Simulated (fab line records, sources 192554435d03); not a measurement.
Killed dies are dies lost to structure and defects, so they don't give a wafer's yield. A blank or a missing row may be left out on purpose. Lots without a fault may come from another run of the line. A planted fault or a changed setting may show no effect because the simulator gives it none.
Split-lot experiment | flow n5_finfet | 7 lots, 21 wafers read, on a route of 1938 steps

THE SPLIT
At N5_SD_EPI_N_EPI_21 (deposits Si:P, time 690 s), the setting temp_c was moved away from the recipe's 680 C on 7 of the 21 wafers read, by -0.7% to +0.5%. The other wafers ran this setting at the recipe's value.

FROM THE SPLIT TO THE READING: what the file shows between them, 1 step
- N5_SD_EPI_P_EPI_21: deposits SiGe:B, time 355 s (also split here: temp_c)

THE READING
Si-P_of_SD_EPI_N_EPI_21.thk_nm (the simulator's own value, which no gauge read), in nm, at N5_SD_EPI_P_HM_STRIP_48 (strips SiNx in H3PO4, material SiNx, target depth 3 nm). The file gives no usual value for it. The 14 wafers here that ran the recipe average 58.6 nm, standard deviation 0.78 nm.

wafer  | tool, chamber at the split | temp_c as run, C | against the recipe | Si-P_of_SD_EPI_N_EPI_21.thk_nm, nm | against lot-mates on the recipe
L075.1 | epi_rpcvd-02, 0            | 680              | recipe             | 57.8                               | -
L075.3 | epi_rpcvd-02, 0            | 675.1            | -0.7%              | 53.2                               | -4.6
L075.6 | epi_rpcvd-02, 0            | 675.1            | -0.7%              | 53.4                               | -4.4
L077.3 | epi_rpcvd-03, 0            | 680              | recipe             | 58                                 | -
L077.4 | epi_rpcvd-03, 0            | 680              | recipe             | 58.8                               | -
L077.6 | epi_rpcvd-03, 0            | 680              | recipe             | 59.2                               | -
L082.4 | epi_rpcvd-02, 0            | 682.7            | +0.4%              | 60.6                               | +3.0
L082.5 | epi_rpcvd-02, 0            | 682.7            | +0.4%              | 61                                 | +3.4
L082.6 | epi_rpcvd-02, 0            | 680              | recipe             | 57.6                               | -
L089.2 | epi_rpcvd-01, 0            | 680              | recipe             | 58.4                               | -
L089.4 | epi_rpcvd-01, 0            | 680              | recipe             | 58.2                               | -
L089.6 | epi_rpcvd-01, 0            | 680              | recipe             | 58                                 | -
L092.2 | epi_rpcvd-01, 0            | 680              | recipe             | 59.6                               | -
L092.3 | epi_rpcvd-01, 0            | 680              | recipe             | 59.4                               | -
L092.4 | epi_rpcvd-01, 0            | 682.1            | +0.3%              | 61.8                               | +2.3
L096.2 | epi_rpcvd-02, 0            | 680              | recipe             | 57.4                               | -
L096.5 | epi_rpcvd-02, 0            | 680              | recipe             | 58.8                               | -
L096.6 | epi_rpcvd-02, 0            | 678.3            | -0.3%              | 56.4                               | -1.7
L097.2 | epi_rpcvd-03, 0            | 680              | recipe             | 59.8                               | -
L097.3 | epi_rpcvd-03, 0            | 680              | recipe             | 59.6                               | -
L097.6 | epi_rpcvd-03, 0            | 683.4            | +0.5%              | 62.4                               | +2.7

THE FIT
A straight line over all 21 wafers: Si-P_of_SD_EPI_N_EPI_21.thk_nm changes by +7.28 nm for each +1% of temp_c; r = +0.95; the points scatter about the line by 0.75 nm.
The same after taking each lot's own level away (the mean of its wafers on the recipe; 21 wafers): +6.54 nm for each +1%; r = +0.98; scatter 0.4 nm.
On that fit, the largest move of temp_c shifts the reading by 4.7 nm.
The lots' own levels span 57.60 to 59.70 nm, that is 2.7 times the standard deviation above.
So the lot-to-lot level changes the slope: the two fits differ.
Check: with one of the wafers moved furthest among these (-0.7%) left out of the fit, the line predicts -4.68 nm for it against its lot-mates. It came out at -4.6 nm against them.

OTHER SPLITS ON THESE WAFERS
These wafers also went through other splits before the reading. Each is held against what the fit with the lots' levels taken away leaves over:
other split on the same wafers             | wafers away from the commonest value | r with Si-P_of_SD_EPI_N_EPI_21.thk_nm (lot level and that fit taken away)
N5_WELL_APT_COAT_02 spin_rpm               | 7                                    | -0.25
N5_WELL_APT_PEB_06 peb_time_s              | 7                                    | +0.22
N5_FIN_SAQP_PECVD_06 time_s                | 10                                   | +0.08
N5_FIN_SAQP_EXPOSE_13 dose_mj              | 6                                    | +0.02
N5_FIN_SAQP_MANDREL_ETCH_22 over_etch_frac | 9                                    | -0.12
N5_FIN_SAQP_SPACER1_ALD_24 temp_c          | 8                                    | +0.18
N5_DUMMY_GATE_COAT_34 spin_rpm             | 6                                    | +0.00
N5_SD_EPI_P_EPI_21 temp_c                  | 4                                    | -0.09

THE WHOLE CHAIN: every reading that the file lists as answering this split, in the file's order
step                    | what it does                                           | reading                                                                         | change (the file's fit)              | r (the file's)
N5_SD_EPI_N_EPI_21      | deposits Si:P, time 690 s                              | Si-P_of_SD_EPI_N_EPI_21.thk_nm (the simulator's own value, which no gauge read) | +6.26 nm for each +1% of the setting | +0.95
N5_SD_EPI_P_HM_STRIP_48 | strips SiNx in H3PO4, material SiNx, target depth 3 nm | Si-P_of_SD_EPI_N_EPI_21.thk_nm (the simulator's own value, which no gauge read) | +6.45 nm for each +1% of the setting | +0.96

THE FILE'S OWN FIT
Si-P_of_SD_EPI_N_EPI_21.thk_nm changes by +6.45 nm for each +1% of temp_c, r = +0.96.
